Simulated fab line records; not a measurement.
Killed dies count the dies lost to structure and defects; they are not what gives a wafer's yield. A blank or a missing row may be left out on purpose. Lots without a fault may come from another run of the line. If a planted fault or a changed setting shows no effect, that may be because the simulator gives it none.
The tool behind it: which one? :: flow n5Finfet :: Sampling: 9 lots, 27 wafers, 4 of 1938 route steps

WHAT THE GAUGES SHOWED, per wafer
N5_PMOS_HMC_CHANNEL_EPI_THK_MEAS_22.
lot: L888
measured: day 1 20:50
on: filmMetro-01
HMC_CMP_THK (nm): 54.2 53.6 53.8

lot: L890
measured: day 2 08:25
on: filmMetro-02
HMC_CMP_THK (nm): 54.1 56.1 55.0

lot: L894
measured: day 3 08:34
on: filmMetro-02
HMC_CMP_THK (nm): 56.2 54.7 53.7

lot: L896
measured: day 3 20:05
on: filmMetro-01
HMC_CMP_THK (nm): 54.7 54.3 55.0

lot: L899
measured: day 4 14:59
on: filmMetro-01
HMC_CMP_THK (nm): 53.1 54.4 53.2

lot: L906
measured: day 6 08:19
on: filmMetro-01
HMC_CMP_THK (nm): 41.2 52.9 41.1

lot: L908
measured: day 6 20:37
on: filmMetro-02
HMC_CMP_THK (nm): 55.2 40.6 40.8

lot: L910
measured: day 7 08:11
on: filmMetro-01
HMC_CMP_THK (nm): 53.0 52.3 53.8

lot: L911
measured: day 7 13:51
on: filmMetro-01
HMC_CMP_THK (nm): 54.4 53.0 53.3

TOOL THAT RAN EACH LOT (tool first, then ch and the chambers of the sampled wafers, then the start)
lot: L888
N5_PMOS_HMC_CHANNEL_EPI_ETCH_38: rieSi-04 ch 1,2,3, day 1 18:05
N5_PMOS_HMC_CHANNEL_EPI_FIN_RECESS_16: rieSi-04 ch 1,2,3, day 1 18:07
N5_PMOS_HMC_CHANNEL_EPI_CMP_21: cmp-01 ch 2,3, day 1 20:33

lot: L890
N5_PMOS_HMC_CHANNEL_EPI_ETCH_38: rieSi-06 ch 0,2,3, day 2 06:11
N5_PMOS_HMC_CHANNEL_EPI_FIN_RECESS_16: rieSi-06 ch 0,2,3, day 2 06:13
N5_PMOS_HMC_CHANNEL_EPI_CMP_21: cmp-01 ch 0,1,2, day 2 08:07

lot: L894
N5_PMOS_HMC_CHANNEL_EPI_ETCH_38: rieSi-06 ch 0,1,2, day 3 06:11
N5_PMOS_HMC_CHANNEL_EPI_FIN_RECESS_16: rieSi-06 ch 0,1,2, day 3 06:13
N5_PMOS_HMC_CHANNEL_EPI_CMP_21: cmp-02 ch 0,1,3, day 3 08:17

lot: L896
N5_PMOS_HMC_CHANNEL_EPI_ETCH_38: rieSi-04 ch 0,3, day 3 17:52
N5_PMOS_HMC_CHANNEL_EPI_FIN_RECESS_16: rieSi-04 ch 0,3, day 3 17:53
N5_PMOS_HMC_CHANNEL_EPI_CMP_21: cmp-02 ch 0,1,2, day 3 19:49

lot: L899
N5_PMOS_HMC_CHANNEL_EPI_ETCH_38: rieSi-04 ch 2,3, day 4 12:45
N5_PMOS_HMC_CHANNEL_EPI_FIN_RECESS_16: rieSi-04 ch 2,3, day 4 12:46
N5_PMOS_HMC_CHANNEL_EPI_CMP_21: cmp-01 ch 0,1,3, day 4 14:41

lot: L906
N5_PMOS_HMC_CHANNEL_EPI_ETCH_38: rieSi-04 ch 0,2, day 6 06:29
N5_PMOS_HMC_CHANNEL_EPI_FIN_RECESS_16: rieSi-04 ch 0,2, day 6 06:30
N5_PMOS_HMC_CHANNEL_EPI_CMP_21: cmp-01 ch 0,2, day 6 08:04

lot: L908
N5_PMOS_HMC_CHANNEL_EPI_ETCH_38: rieSi-04 ch 0,1,2, day 6 18:47
N5_PMOS_HMC_CHANNEL_EPI_FIN_RECESS_16: rieSi-04 ch 0,1,2, day 6 18:48
N5_PMOS_HMC_CHANNEL_EPI_CMP_21: cmp-03 ch 2,3, day 6 20:19

lot: L910
N5_PMOS_HMC_CHANNEL_EPI_ETCH_38: rieSi-02 ch 0,2,3, day 7 06:21
N5_PMOS_HMC_CHANNEL_EPI_FIN_RECESS_16: rieSi-02 ch 0,2,3, day 7 06:22
N5_PMOS_HMC_CHANNEL_EPI_CMP_21: cmp-03 ch 0,1,2, day 7 07:56

lot: L911
N5_PMOS_HMC_CHANNEL_EPI_ETCH_38: rieSi-02 ch 0,3, day 7 12:01
N5_PMOS_HMC_CHANNEL_EPI_FIN_RECESS_16: rieSi-02 ch 0,3, day 7 12:02
N5_PMOS_HMC_CHANNEL_EPI_CMP_21: cmp-02 ch 0,2,3, day 7 13:37
- N5_PMOS_HMC_CHANNEL_EPI_ETCH_38: etches SiO2 in CF4, target depth 1.5 nm.
- N5_PMOS_HMC_CHANNEL_EPI_FIN_RECESS_16: chemistry HBr/Cl2, target Si, target depth 54 nm, time 18 s.
- N5_PMOS_HMC_CHANNEL_EPI_CMP_21: polishes SiGe30, target thk 54 nm.

THE ANSWER, worked out from the rows above alone
Rule: what is usual is taken from the lots themselves. The widest of any qualifying gaps counts: lots, ordered by their means at a reading, are off when they make up no more than a third of the lots, leave a main group of 4 or more, and stand apart from it by 3 or more times the standard deviation of that group's means. The tables above print the reading to a certain number of digits; a main group whose means all agree to those digits is not used. Also off: a lot with no number at a reading for which 4 or more lots have one. The other lots that the step has rows for count as sound.
Off: L906, L908, at N5_PMOS_HMC_CHANNEL_EPI_THK_MEAS_22 (HMC_CMP_THK). The main group has a mean of 54.1 nm with a standard deviation of 0.72.
If a tool, at a process step before that reading, ran all the lots that are off and no sound lot after the first of them, it fits. Gauges at N5_PMOS_HMC_CHANNEL_EPI_THK_MEAS_22: tried the same way as those tools. One fits: N5_PMOS_HMC_CHANNEL_EPI_ETCH_38 and N5_PMOS_HMC_CHANNEL_EPI_FIN_RECESS_16 on rieSi-04. At N5_PMOS_HMC_CHANNEL_EPI_ETCH_38 its last sound lot is L899 (day 4 12:45), its first lot that is off L906 (day 6 06:29): a fault that began between those two fits.

WHAT THE SIMULATOR PUT IN
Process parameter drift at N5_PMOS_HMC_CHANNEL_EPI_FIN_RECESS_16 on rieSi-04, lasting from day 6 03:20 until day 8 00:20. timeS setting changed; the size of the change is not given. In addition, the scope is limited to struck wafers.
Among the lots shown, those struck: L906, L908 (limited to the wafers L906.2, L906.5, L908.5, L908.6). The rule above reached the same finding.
